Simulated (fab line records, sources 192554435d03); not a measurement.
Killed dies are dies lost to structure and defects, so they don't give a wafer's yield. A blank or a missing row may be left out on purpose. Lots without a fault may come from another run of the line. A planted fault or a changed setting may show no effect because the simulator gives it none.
Chamber matching | flow n5_finfet | N5_GATE_CUT_CMP_43 on cmp-04: 4 sister chambers
The step polishes SiO2. 18 wafers are shown with their chamber, then 9 later ones without.

WAFERS WITH THEIR CHAMBER
wafer  | chamber | motor_current_A (A)
L077.4 | 3       | 12.4
L077.5 | 2       | 12.0
L077.6 | 1       | 12.7
L085.1 | 3       | 11.6
L085.3 | 1       | 13.2
L085.4 | 2       | 11.7
L086.2 | 1       | 13.3
L086.4 | 0       | 12.4
L086.6 | 3       | 11.7
L089.3 | 3       | 11.5
L089.4 | 2       | 13.2
L089.6 | 2       | 12.3
L091.1 | 0       | 12.8
L091.2 | 1       | 12.9
L091.6 | 2       | 11.4
L093.1 | 1       | 12.6
L093.3 | 0       | 12.3
L093.4 | 2       | 12.1

SIGNATURES (means of the wafers above)
reading         | chamber 0 | chamber 1 | chamber 2 | chamber 3 | scatter within a chamber
motor_current_A | 12.500    | 12.940    | 12.117    | 11.800    | 0.457
Rule: a wafer's distance from a chamber is the root of the sum, over the readings, of the square of ((its reading less the chamber's mean) divided by the reading's scatter). The wafer belongs to the nearest chamber; if the next one is less than 2 further off, it can't be placed. The scatter: the root of (the sum of the squares of (reading less its chamber's mean) over the shown wafers, divided by (wafers less chambers)).

WAFERS WITHOUT THEIR CHAMBER
wafer  | motor_current_A (A)
L095.4 | 11.7
L095.5 | 12.4
L095.6 | 12.0
L096.4 | 12.0
L096.5 | 12.6
L096.6 | 13.2
L097.1 | 11.8
L097.4 | 12.7
L097.5 | 12.5

WHICH CHAMBER EACH WENT THROUGH
wafer  | from the rows above               | in truth
L095.4 | can't be placed: 3 or 2 or 0      | 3
L095.5 | can't be placed: 0 or 2 or 1 or 3 | 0
L095.6 | can't be placed: 2 or 3 or 0 or 1 | 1
L096.4 | can't be placed: 2 or 3 or 0 or 1 | 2
L096.5 | can't be placed: 0 or 1 or 2 or 3 | 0
L096.6 | can't be placed: 1 or 0 or 2      | 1
L097.1 | can't be placed: 3 or 2 or 0      | 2
L097.4 | can't be placed: 0 or 1 or 2 or 3 | 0
L097.5 | can't be placed: 0 or 2 or 1 or 3 | 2
Placed correctly: 0 of 9. Can't be placed from these rows: 9 (the true chamber is among the candidates in 9). Placed wrongly: 0.
